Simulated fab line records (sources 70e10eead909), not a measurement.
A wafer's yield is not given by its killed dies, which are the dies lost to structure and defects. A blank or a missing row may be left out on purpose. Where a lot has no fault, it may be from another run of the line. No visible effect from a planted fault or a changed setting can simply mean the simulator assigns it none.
fab line records ; flow nandHarc
record lots=13; wafers=39; lastDay=33
route steps=1302 shown A_STAIRCASE@772 THIN_TSV@1250 END@1302
lots that met no fault: from a run of the same line without faults
startH: hours from the record's opening day to when the first of the lot's shown wafers began ; waitH: hours elapsed since this lot's preceding step ; " identical to the entry in the row above ; L1.1+2: several wafers, shown together as one row ; - no value, or no start was given ; * or withheld: withheld ; < > ~ a bound
route shown NAME@n: names a module that has steps shown in the file, with the first one's number in the route ; usual: average and standard deviation across the fault-free wafers ; same: alike in all rows ; chamber/n: place in a boat ; sites: readings site by site ; _std_site: the standard deviation of these ; _edge_site: mean of outer sites minus mean of inner sites ; radiusMm: for every site, how far away it sits from the centre of the wafer ; mask NAME#n: copy n ; behind: the most recent tool/chamber to have shaped the wafer ; hold: what put the lot on hold/how long, in hours/how the hold closed ; device: names the non-switching transistor (n, p or np) ; end of line: at the end of the route, the tests of the same wafers ; step lacking rows: just its recipe ; killed: dies lost to structure and defects at the first sort, not the wafer's yield ; map: a wafer's dies, x killed, . not, _ none there
set.NAME: the run value of the setting; set.NAME@STEP: its run value at that earlier step ; model.NAME: the simulator's own value behind a step, which no gauge read
steps of the route over a sample of lots; a table a step, a row a wafer
services: from which hour (startH, from the record's first day; less than 0 if before it) a tool's chamber was out of use, for how many hours, and why
## steps
# step NHARC_A_STAIRCASE_HM_DEP_456
# recipe targetThkA=31000; tempC=400; material=aC
# usual throttleValvePct=35.000/0.009
lot.wafer;tool;chamber;startH;waitH;throttleValvePct
L738.1;aclDep-02;0;373.89;-;34.987
L738.2;aclDep-02;0;373.89;-;34.984
L738.6;aclDep-02;0;375.43;-;34.997
L739.1;aclDep-03;0;374.56;-;34.998
L739.3;aclDep-03;0;374.56;-;35.010
L739.6;aclDep-03;0;374.56;-;34.994
L748.2;aclDep-02;0;475.74;-;34.982
L748.3;aclDep-02;0;475.74;-;35.014
L748.5;aclDep-02;0;475.74;-;35.002
L749.2;aclDep-02;0;479.79;-;35.000
L749.4;aclDep-02;0;479.79;-;34.989
L749.5;aclDep-02;0;479.79;-;34.998
L751.4;aclDep-01;0;498.46;-;34.987
L751.5;aclDep-01;0;498.46;-;35.001
L751.6;aclDep-01;0;498.46;-;35.025
L753.3;aclDep-03;0;508.68;-;35.003
L753.5;aclDep-03;0;508.68;-;35.000
L753.6;aclDep-03;0;508.68;-;35.006
L752.1;aclDep-03;0;515.37;-;35.011
L752.3;aclDep-03;0;515.37;-;34.990
L752.4;aclDep-03;0;515.37;-;35.000
L754.1;aclDep-03;0;535.49;-;35.003
L754.3;aclDep-03;0;535.49;-;35.002
L754.5;aclDep-03;0;535.49;-;35.003
L756.1;aclDep-03;0;551.13;-;35.022
L756.2;aclDep-03;0;551.13;-;35.012
L756.4;aclDep-03;0;551.13;-;35.006
L758.1;aclDep-03;0;571.54;-;34.996
L758.4;aclDep-03;0;571.54;-;35.002
L758.6;aclDep-03;0;571.54;-;34.992
L757.1;aclDep-01;0;572.77;-;34.983
L757.5;aclDep-01;0;574.01;-;34.998
L757.6;aclDep-01;0;574.01;-;34.992
L760.1;aclDep-03;0;573.36;-;34.990
L760.3;aclDep-03;0;573.36;-;34.993
L760.6;aclDep-03;0;573.36;-;34.992
L761.1;aclDep-03;0;606.65;-;35.003
L761.2;aclDep-03;0;606.65;-;35.007
L761.4;aclDep-03;0;606.65;-;34.983
# step NHARC_THIN_TSV_DEP_43
# recipe targetThkA=13285; tempC=withheld; pressureTorr=6.5; rfW=900; teosFlowSccm=161.4; flowSccm=2650; targetThkNm=1328.5; gas=O2; material=SiO2
# usual chamberPressureTorr=6.502/0.014; flowSccm=2651/7.9; throttleValvePct=16.1/0.48
lot.wafer;tool;chamber;startH;waitH;chamberPressureTorr;flowSccm;throttleValvePct
L738.1;pecvd-01;0;549.25;-;6.484;2645;15.5
L738.2;pecvd-01;1;549.25;-;6.501;2657;15.7
L738.6;pecvd-01;2;549.25;-;6.518;2646;15.8
L739.3;pecvd-01;1;550.43;-;6.474;2648;15.9
L739.1;pecvd-01;2;550.43;-;6.492;2651;15.7
L739.6;pecvd-01;2;550.43;-;6.521;2654;15.7
L748.3;pecvd-02;1;657.88;-;6.497;2661;15.9
L748.2;pecvd-02;2;657.88;-;6.503;2648;15.9
L748.5;pecvd-02;1;657.88;-;6.503;2654;16.2
L749.2;pecvd-02;2;660.38;-;6.518;2653;16.0
L749.4;pecvd-02;1;660.38;-;6.492;2653;16.3
L749.5;pecvd-02;2;660.38;-;6.500;2656;16.0
L751.4;pecvd-01;1;672.99;-;6.474;2653;16.0
L751.5;pecvd-01;2;672.99;-;6.480;2667;16.0
L751.6;pecvd-01;0;672.99;-;6.511;2651;16.1
L753.3;pecvd-02;1;690.48;-;6.501;2650;16.3
L753.6;pecvd-02;1;690.48;-;6.509;2665;16.4
L753.5;pecvd-02;2;690.48;-;6.502;2633;16.3
L752.3;pecvd-03;1;697.62;-;6.504;2650;17.2
L752.1;pecvd-03;0;697.62;-;6.496;2655;16.3
L752.4;pecvd-03;1;697.62;-;6.526;2651;17.4
L754.3;pecvd-01;1;725.60;-;6.511;2662;15.7
L754.1;pecvd-01;2;725.60;-;6.511;2669;15.5
L754.5;pecvd-01;1;725.60;-;6.492;2660;15.3
L756.2;pecvd-02;2;746.91;-;6.512;2644;16.2
L756.1;pecvd-02;0;746.91;-;6.513;2648;15.7
L756.4;pecvd-02;0;746.91;-;6.518;2646;15.9
L757.1;pecvd-03;1;748.16;-;6.532;2650;16.9
L757.6;pecvd-03;1;748.16;-;6.470;2653;16.8
L757.5;pecvd-03;2;748.16;-;6.491;2640;15.9
L758.1;pecvd-03;0;749.35;-;6.509;2670;16.1
L758.6;pecvd-03;2;749.35;-;6.510;2651;16.0
L758.4;pecvd-03;1;749.35;-;6.509;2651;16.8
L760.1;pecvd-03;0;757.40;-;6.508;2639;16.1
L760.3;pecvd-03;2;757.40;-;6.490;2663;16.0
L760.6;pecvd-03;1;757.40;-;6.498;2658;16.7
L761.1;pecvd-03;1;776.56;-;6.484;2647;16.8
L761.2;pecvd-03;2;776.56;-;6.501;2648;16.0
L761.4;pecvd-03;1;776.56;-;6.481;2639;17.0
# step NHARC_THIN_TSV_STRIP_45
# recipe powerW=1500; tempC=250; chemistry=O2
# usual drypumpMotorCurrentA=5.9/0.32; heaterPowerW=330/22
lot.wafer;tool;chamber;startH;waitH;drypumpMotorCurrentA;heaterPowerW;rfHoursCounterH
L738.1;plasmaAsher-02;1;550.95;0.1;5.4;317;22
L738.2;plasmaAsher-02;0;550.95;0.1;6.2;318;22
L738.6;plasmaAsher-02;1;550.95;0.1;5.4;324;-
L739.1;plasmaAsher-02;1;552.33;0.1;5.4;317;22
L739.3;plasmaAsher-02;1;552.33;0.1;5.4;312;-
L739.6;plasmaAsher-02;0;552.33;0.1;6.2;336;-
L748.2;plasmaAsher-01;1;659.75;0.1;6.1;359;28
L748.3;plasmaAsher-01;0;659.75;0.1;6.0;343;-
L748.5;plasmaAsher-01;0;659.75;0.1;6.0;350;-
L749.2;plasmaAsher-01;1;662.16;0.1;6.1;360;28
L749.4;plasmaAsher-01;0;662.16;0.1;6.0;353;-
L749.5;plasmaAsher-01;1;662.16;0.1;6.1;358;-
L751.4;plasmaAsher-02;1;674.76;0.2;5.4;317;-
L751.5;plasmaAsher-02;0;674.76;0.2;6.2;303;-
L751.6;plasmaAsher-02;1;674.76;0.2;5.4;317;-
L753.3;plasmaAsher-02;1;692.44;0.2;5.4;321;-
L753.5;plasmaAsher-02;0;692.44;0.2;6.2;306;-
L753.6;plasmaAsher-02;1;692.44;0.2;5.4;317;-
L752.1;plasmaAsher-02;1;699.41;0.1;5.4;309;17
L752.3;plasmaAsher-02;0;699.41;0.1;6.2;309;-
L752.4;plasmaAsher-02;1;699.41;0.1;5.4;326;-
L754.1;plasmaAsher-02;0;727.39;0.1;6.2;313;25
L754.3;plasmaAsher-02;0;727.39;0.1;6.2;301;-
L754.5;plasmaAsher-02;0;727.39;0.1;6.2;307;-
L756.1;plasmaAsher-02;1;748.66;0.1;5.4;318;28
L756.2;plasmaAsher-02;0;748.66;0.1;6.2;312;28
L756.4;plasmaAsher-02;1;748.66;0.1;5.4;312;-
L757.1;plasmaAsher-01;1;750.04;0.1;6.1;352;8
L757.5;plasmaAsher-01;0;750.04;0.1;6.0;380;-
L757.6;plasmaAsher-01;1;750.04;0.1;6.1;357;-
L758.1;plasmaAsher-02;1;751.22;0.1;5.4;321;29
L758.4;plasmaAsher-02;1;751.22;0.1;5.4;311;-
L758.6;plasmaAsher-02;0;751.22;0.1;6.2;307;-
L760.1;plasmaAsher-02;0;759.31;0.1;6.2;306;33
L760.3;plasmaAsher-02;0;759.31;0.1;6.2;311;-
L760.6;plasmaAsher-02;1;759.31;0.1;5.4;317;-
L761.2;plasmaAsher-01;0;778.42;0.1;6.0;379;14
L761.1;plasmaAsher-01;1;778.42;0.1;6.1;352;14
L761.4;plasmaAsher-01;1;778.42;0.1;6.1;365;-
# step NHARC_THIN_TSV_CD_MEAS_37
# usual cdNm=4999.5/1.9
lot.wafer;tool;chamber;startH;waitH;cdNm
L738.1;cdSem-01;-;557.34;-;4996.2
L738.2;cdSem-01;-;557.34;-;4997.1
L738.6;cdSem-01;-;557.34;-;4999.7
L739.1;cdSem-02;-;558.60;-;5001.0
L739.3;cdSem-02;-;558.60;-;4999.7
L739.6;cdSem-02;-;558.60;-;5001.7
L748.2;cdSem-03;-;666.04;-;5001.0
L748.3;cdSem-03;-;666.04;-;4998.6
L748.5;cdSem-03;-;666.04;-;5000.6
L749.2;cdSem-02;-;668.45;-;5002.0
L749.4;cdSem-02;-;668.45;-;5004.0
L749.5;cdSem-02;-;668.45;-;5000.5
L751.4;cdSem-03;-;680.80;-;4998.6
L751.5;cdSem-03;-;680.80;-;5002.1
L751.6;cdSem-03;-;680.80;-;5002.8
L753.3;cdSem-01;-;698.62;-;4995.8
L753.5;cdSem-01;-;698.62;-;4997.4
L753.6;cdSem-01;-;698.62;-;5000.6
L752.1;cdSem-02;-;705.68;-;4999.7
L752.3;cdSem-02;-;705.68;-;5002.6
L752.4;cdSem-02;-;705.68;-;5003.2
L754.1;cdSem-02;-;733.55;-;4999.9
L754.3;cdSem-02;-;733.55;-;5000.0
L754.5;cdSem-02;-;733.55;-;4999.1
L756.1;cdSem-02;-;755.33;-;5000.1
L756.2;cdSem-02;-;755.33;-;4999.6
L756.4;cdSem-02;-;755.33;-;4995.6
L757.1;cdSem-02;-;756.43;-;4999.6
L757.5;cdSem-02;-;756.43;-;5001.4
L757.6;cdSem-02;-;756.43;-;4999.4
L758.1;cdSem-02;-;757.70;-;4999.4
L758.4;cdSem-02;-;757.70;-;4997.4
L758.6;cdSem-02;-;757.70;-;4997.7
L760.1;cdSem-03;-;765.93;-;4998.9
L760.3;cdSem-03;-;765.93;-;4999.7
L760.6;cdSem-03;-;765.93;-;4998.9
L761.1;cdSem-01;-;784.73;-;4999.7
L761.2;cdSem-01;-;784.73;-;4998.7
L761.4;cdSem-01;-;784.73;-;4998.5
# step NHARC_END_SORT_01
# recipe tempC=25
# usual killedAtArray=46/15; killedAtOther=0.8/1.1; killedAtPeriphery=4.0/2.9; killedDies=50/15; killedOpen=3.2/1.8; killedShort=2.3/1.6
# same grossDies=677
lot.wafer;tool;chamber;startH;waitH;killedAtArray;killedAtOther;killedAtPeriphery;killedDies;killedOpen;killedShort
L749.2;prober-02;0;676.12;2.8;111;0;0;111;2;2
L749.4;prober-02;0;677.71;3.4;110;1;0;111;2;3
L749.5;prober-02;0;678.51;3.7;111;1;2;114;7;2
L748.2;prober-01;0;683.86;2.8;93;0;2;95;2;1
L748.3;prober-01;0;684.68;3.1;94;0;5;99;6;2
L748.5;prober-01;0;686.32;3.8;96;0;3;99;3;3
# killed by level:class
L749.2 A_STAIRCASE:unspecified=58 A_CHANNEL_HOLE_D1:chamberFilmFlake=24 A_SLIT:chamberFilmFlake=22 A_SGD_CUT:geometricParticle:open=2 A_WL_FILL:geometricParticle:short=1 A_M0:geometricParticle:short=1 A_ZERO_WELL:chamberFilmFlake=1 A_CHANNEL_HOLE_D2:chamberFilmFlake=1
L749.4 A_STAIRCASE:unspecified=58 A_CHANNEL_HOLE_D1:chamberFilmFlake=22 A_SLIT:chamberFilmFlake=19 A_ZERO_WELL:chamberFilmFlake=2 A_DECK1_JOINT:chamberFilmFlake=2 A_ONON_D1:geometricParticle:short=1 A_CHANNEL_HOLE_D2:geometricParticle:open=1 A_WL_FILL:geometricParticle:short=1
L749.5 A_STAIRCASE:unspecified=52 A_CHANNEL_HOLE_D1:chamberFilmFlake=23 A_SLIT:chamberFilmFlake=21 A_CONTACT:chamberFilmFlake=3 A_ONON_D1:geometricParticle:open=2 A_DECK1_JOINT:geometricParticle:open=2 A_M0:geometricParticle:open=2 P_M0:geometricParticle:short=1
L748.2 A_STAIRCASE:unspecified=59 A_CHANNEL_HOLE_D1:chamberFilmFlake=24 A_CONTACT:chamberFilmFlake=3 P_GATE:chamberFilmFlake=2 A_WL_FILL:chamberFilmFlake=2 A_CHANNEL_FILL_D1:geometricParticle:open=1 A_CONTACT:geometricParticle:short=1 A_BLC:geometricParticle:open=1
L748.3 A_STAIRCASE:unspecified=64 A_CHANNEL_HOLE_D1:chamberFilmFlake=19 P_M2:chamberFilmFlake=3 P_M0:geometricParticle:open=2 A_ONON_D1:geometricParticle:open=2 A_CONTACT:chamberFilmFlake=2 A_CHANNEL_FILL_D1:geometricParticle:short=1 A_ONON_D2:geometricParticle:short=1
L748.5 A_STAIRCASE:unspecified=60 A_CHANNEL_HOLE_D1:chamberFilmFlake=21 A_WL_FILL:chamberFilmFlake=4 A_CONTACT:chamberFilmFlake=4 A_CHANNEL_HOLE_D2:chamberFilmFlake=2 P_GATE:geometricParticle:short=1 P_M0:geometricParticle:open=1 A_ONON_D2:geometricParticle:open=1
## services
tool;chamber;startH;hours;kind
pecvd-01;2;365.08;4.3;repair
pecvd-03;-;366.00;13.0;pm
pecvd-02;1;397.15;6.8;repair
pecvd-03;2;403.33;11.8;repair
pecvd-02;-;408.00;13.0;pm
plasmaAsher-02;-;410.59;5.9;repair
plasmaAsher-02;-;426.80;9.0;pm
plasmaAsher-02;-;463.59;2.0;repair
aclDep-03;-;487.87;13.0;pm
pecvd-01;-;492.56;2.3;repair
plasmaAsher-02;-;496.43;4.6;repair
pecvd-01;-;498.23;13.0;pm
plasmaAsher-02;-;505.61;1.3;repair
plasmaAsher-01;-;519.44;9.0;pm
pecvd-03;-;547.00;13.0;pm
pecvd-02;-;547.36;3.9;repair
pecvd-02;-;589.00;13.0;pm
plasmaAsher-02;-;603.80;9.0;pm
aclDep-03;-;669.60;13.0;pm
pecvd-01;-;679.23;13.0;pm
plasmaAsher-01;-;696.44;9.0;pm
pecvd-01;-;702.13;1.7;repair
pecvd-03;-;728.00;13.0;pm
pecvd-02;-;770.00;13.0;pm
## key
firstSign step=NHARC_END_SORT_01; reading=killedAtArray; direction=up; sigmas=3.8; usual=46; struck=102
effect step=NHARC_END_SORT_01; reading=killedDies; direction=up; sigmas=3.6; usual=50; struck=105
moreKillsBornAt NHARC_A_STAIRCASE_HM_DEP_456@aclDep-02=351
metAt NHARC_A_STAIRCASE_HM_DEP_456
struckLots L748,L749
testerLeftOut L748,L749
notActingAt NHARC_THIN_TSV_DEP_43,NHARC_THIN_TSV_STRIP_45,NHARC_THIN_TSV_CD_MEAS_37
onsetBetween 373.89 475.74
fault kind=chamberParticleSource; tool=aclDep-02; chamber=-; onsetH=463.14; steps=NHARC_A_STAIRCASE_HM_DEP_456; ratePerVisitCm2=0.40132; endH=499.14
# testerLeftOut: of these lots the tester's yield and bins aren't shown, on N5 and GAA mostly nor the transistor test; their killed dies are dies lost to structure and defects alone, not to doping, threshold or leakage, so they don't give the yield
